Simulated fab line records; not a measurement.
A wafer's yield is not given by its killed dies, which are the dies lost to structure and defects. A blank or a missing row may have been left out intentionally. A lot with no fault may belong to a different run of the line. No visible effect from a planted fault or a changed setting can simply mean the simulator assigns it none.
Matching of chambers :: flow nandHarc :: NHARC_A_CONTACT_ETCH_48 on rieDiel-05: 4 sister chambers
The step etches the open film in CF4, target depth 39 nm, time 65 s. 8 wafers are shown with their chamber, then 12 later ones without.

== WAFERS PAIRED WITH THEIR CHAMBERS ==
wafer: L084.6
chamber: 3
showerheadPlenumPTorr (Torr): 1.71
rfVppV (V): 149.4

wafer: L086.3
chamber: 3
showerheadPlenumPTorr (Torr): 1.70
rfVppV (V): 149.5

wafer: L090.4
chamber: 1
showerheadPlenumPTorr (Torr): 1.85
rfVppV (V): 151.9

wafer: L091.5
chamber: 1
showerheadPlenumPTorr (Torr): 1.84
rfVppV (V): 151.6

wafer: L091.6
chamber: 2
showerheadPlenumPTorr (Torr): 1.76
rfVppV (V): 150.3

wafer: L092.1
chamber: 0
showerheadPlenumPTorr (Torr): 1.73
rfVppV (V): 150.3

wafer: L092.4
chamber: 2
showerheadPlenumPTorr (Torr): 1.76
rfVppV (V): 150.1

wafer: L092.5
chamber: 0
showerheadPlenumPTorr (Torr): 1.73
rfVppV (V): 151.1

== WAFERS WITHOUT THEIR CHAMBER ==
wafer: L093.1
showerheadPlenumPTorr (Torr): 1.76
rfVppV (V): 150.4

wafer: L093.5
showerheadPlenumPTorr (Torr): 1.72
rfVppV (V): 151.6

wafer: L093.6
showerheadPlenumPTorr (Torr): 1.84
rfVppV (V): 151.3

wafer: L095.3
showerheadPlenumPTorr (Torr): 1.84
rfVppV (V): 152.4

wafer: L095.4
showerheadPlenumPTorr (Torr): 1.76
rfVppV (V): 151.0

wafer: L095.5
showerheadPlenumPTorr (Torr): 1.76
rfVppV (V): 150.3

wafer: L096.1
showerheadPlenumPTorr (Torr): 1.72
rfVppV (V): 150.5

wafer: L096.3
showerheadPlenumPTorr (Torr): 1.70
rfVppV (V): 150.2

wafer: L096.5
showerheadPlenumPTorr (Torr): 1.84
rfVppV (V): 151.6

wafer: L097.2
showerheadPlenumPTorr (Torr): 1.76
rfVppV (V): 150.9

wafer: L097.4
showerheadPlenumPTorr (Torr): 1.72
rfVppV (V): 153.2

wafer: L097.6
showerheadPlenumPTorr (Torr): 1.72
rfVppV (V): 150.6

== EACH ONE'S CHAMBER ==
wafer: L093.1
from the rows above: 2
in truth: 2

wafer: L093.5
from the rows above: 0
in truth: 0

wafer: L093.6
from the rows above: 1
in truth: 1

wafer: L095.3
from the rows above: 1
in truth: 1

wafer: L095.4
from the rows above: 2
in truth: 2

wafer: L095.5
from the rows above: 2
in truth: 2

wafer: L096.1
from the rows above: 0
in truth: 0

wafer: L096.3
from the rows above: 3
in truth: 3

wafer: L096.5
from the rows above: 1
in truth: 1

wafer: L097.2
from the rows above: 2
in truth: 2

wafer: L097.4
from the rows above: 0
in truth: 0

wafer: L097.6
from the rows above: 0
in truth: 0
Correct placement for 12 of the 12. Number that these rows cannot place: 0. Number placed wrongly: 0.
How it was worked out, from the rows above alone: a wafer's distance from a chamber is the root of the sum, over the readings, of the square of ((its reading less the chamber's mean) divided by the reading's scatter). If the next closest chamber is less than 2 further off than the closest, the wafer can't be placed; otherwise it belongs to the closest. A chamber's mean is the mean of its shown wafers. The scatter: the root of (the sum of the squares of (reading less its chamber's mean) over the shown wafers, divided by (wafers less chambers)).
